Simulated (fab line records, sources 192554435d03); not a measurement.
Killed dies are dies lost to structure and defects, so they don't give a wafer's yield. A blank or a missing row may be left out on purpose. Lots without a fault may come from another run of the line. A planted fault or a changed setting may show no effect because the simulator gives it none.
Which tool did it? | flow n5_finfet | 12 lots, 36 wafers sampled, at 4 steps of a route of 1938

WHAT THE GAUGES READ, wafer by wafer
N5_BEOL_M4_INSPECT_59: inspects for defects (darkfield). Usual: raw_defect_count 71, standard deviation 26.
lot  | measured     | on                | raw_defect_count | flag
L335 | day 9 06:17  | defect_inspect-01 | 70 49 51         |
L336 | day 9 10:08  | defect_inspect-02 | 34 45 49         |
L342 | day 10 18:20 | defect_inspect-01 | 72 90 66         |
L343 | day 11 01:56 | defect_inspect-01 | 77 81 57         |
L348 | day 12 10:59 | defect_inspect-01 | 61 63 64         |
L350 | day 12 16:07 | defect_inspect-02 | 71 48 37         |
L352 | day 13 13:17 | defect_inspect-01 | 88 51 62         |
L353 | day 13 18:04 | defect_inspect-02 | 53 46 39         |
L355 | day 14 03:18 | defect_inspect-02 | 150 98 139       |
L356 | day 14 05:28 | defect_inspect-02 | 61 78 75         |
L357 | day 14 15:40 | defect_inspect-01 | 73 62 75         |
L358 | day 15 06:10 | defect_inspect-01 | 44 91 49         |

N5_BEOL_M5_OVL_MEAS_29. Usual: V4_OVL 0.1 nm, standard deviation 0.8.
lot  | measured     | on         | V4_OVL (nm)    | flag
L335 | day 9 11:00  | overlay-02 | -0.4 1.1 0.7   |
L336 | day 9 14:38  | overlay-02 | 0.1 1.3 0.3    |
L342 | day 10 22:40 | overlay-01 | 0.7 0.3 0.3    |
L343 | day 11 09:06 | overlay-01 | 1.6 1.3 1.4    |
L348 | day 12 15:25 | overlay-02 | 0.2 0.5 -0.3   |
L350 | day 13 00:24 | overlay-01 | 0.8 -0.1 1.1   |
L352 | day 13 18:38 | overlay-02 | 0.4 0.5 0.8    |
L353 | day 13 21:55 | overlay-01 | -0.4 -0.1 -0.1 |
L355 | day 14 06:20 | overlay-02 | -1.2 -1.3 -0.9 |
L356 | day 14 10:38 | overlay-01 | -0.4 -1.2 -0.2 |
L357 | day 14 22:13 | overlay-01 | 1.0 0.9 1.7    |
L358 | day 15 10:05 | overlay-01 | 0.2 -0.1 0.5   |

WHICH TOOL RAN EACH LOT (tool, then ch and the chambers of the sampled wafers, then the start)
lot  | N5_BEOL_M5_PECVD_70             | N5_BEOL_M5_COAT_74
L335 | pecvd-03 ch 0,1, day 9 07:53    | litho_track-03 ch 0, day 9 10:34
L336 | pecvd-01 ch 0,1, day 9 12:14    | litho_track-01 ch 0, day 9 14:19
L342 | pecvd-02 ch 0,1,2, day 10 19:56 | litho_track-03 ch 0, day 10 22:21
L343 | pecvd-02 ch 0,1,2, day 11 04:01 | litho_track-03 ch 0, day 11 08:43
L348 | pecvd-01 ch 0,1,2, day 12 13:04 | litho_track-03 ch 0, day 12 14:59
L350 | pecvd-01 ch 0,2, day 12 18:23   | litho_track-01 ch 0, day 13 00:04
L352 | pecvd-03 ch 0,1, day 13 14:53   | litho_track-04 ch 0, day 13 18:11
L353 | pecvd-03 ch 0,1, day 13 20:09   | litho_track-04 ch 0, day 13 21:29
L355 | pecvd-03 ch 0,2, day 14 04:54   | litho_track-01 ch 0, day 14 06:02
L356 | pecvd-03 ch 1,2, day 14 07:32   | litho_track-01 ch 0, day 14 10:12
L357 | pecvd-03 ch 0,1,2, day 14 17:45 | litho_track-03 ch 0, day 14 21:55
L358 | pecvd-03 ch 0,1,2, day 15 07:45 | litho_track-04 ch 0, day 15 09:39
- N5_BEOL_M5_PECVD_70: deposits SiO2 from TEOS/O2, target thk 16 nm, time 18 s.
- N5_BEOL_M5_COAT_74: time 60 s, resist thk 5 nm.

WHAT THE TOOLS THEMSELVES READ (means of the sampled wafers that have a number; where no wafer has one, the mark that the record gives instead)
N5_BEOL_M5_PECVD_70. Usual: heater_power_w 752 W, standard deviation 110; showerhead_plenum_p_Torr 8.81 Torr, standard deviation 0.066; throttle_valve_pct 23.0 %, standard deviation 0.91.
lot  | tool     | heater_power_w (W) | showerhead_plenum_p_Torr (Torr) | throttle_valve_pct (%) | flag
L335 | pecvd-03 | 663                | 8.78                            | 22.9                   |
L336 | pecvd-01 | 783                | 8.83                            | 23.6                   |
L342 | pecvd-02 | 692                | 8.78                            | 21.7                   |
L343 | pecvd-02 | 734                | 8.79                            | 21.7                   |
L348 | pecvd-01 | 836                | 8.87                            | 23.8                   |
L350 | pecvd-01 | 894                | 8.88                            | 23.4                   |
L352 | pecvd-03 | 765                | 8.80                            | 23.1                   |
L353 | pecvd-03 | 716                | 8.79                            | 23.0                   |
L355 | pecvd-03 | 704                | 8.77                            | 22.3                   |
L356 | pecvd-03 | 752                | 8.73                            | 22.9                   |
L357 | pecvd-03 | 723                | 8.78                            | 22.8                   |
L358 | pecvd-03 | 697                | 8.79                            | 22.7                   |

N5_BEOL_M5_COAT_74. Usual: spin_speed_rpm 1500.1 rpm, standard deviation 1.
lot  | tool           | spin_speed_rpm (rpm) | flag
L335 | litho_track-03 | 1499.3               |
L336 | litho_track-01 | 1499.5               |
L342 | litho_track-03 | 1610.3               | OFF
L343 | litho_track-03 | 1610.6               | OFF
L348 | litho_track-03 | 1610.6               | OFF
L350 | litho_track-01 | 1501.2               |
L352 | litho_track-04 | 1501.2               |
L353 | litho_track-04 | 1499.2               |
L355 | litho_track-01 | 1499.8               |
L356 | litho_track-01 | 1499.9               |
L357 | litho_track-03 | 1500.9               |
L358 | litho_track-04 | 1499.9               |

THE ANSWER, worked out from the rows above alone
Rule: a lot is off if the mean of its wafers that have a number lies more than 3 standard deviations from the usual mean. A lot without any number at a reading at which 4 lots or more have one is off too. The other lots that the step has rows for count as sound. The gauges are gone through in route order, then the tools' own readings, and for those a lot's mean is taken as printed above. The first step at which some lot is off is used, and at that step the reading that is off furthest; a lot without a number counts as furthest.
Off: L342, L343, L348, at N5_BEOL_M5_COAT_74 (spin_speed_rpm).
A tool fits if, at that step or a process step before it, it ran every lot that is off, and no sound lot after the first of them. None of those tried fits.

WHAT THE SIMULATOR HAD PUT IN
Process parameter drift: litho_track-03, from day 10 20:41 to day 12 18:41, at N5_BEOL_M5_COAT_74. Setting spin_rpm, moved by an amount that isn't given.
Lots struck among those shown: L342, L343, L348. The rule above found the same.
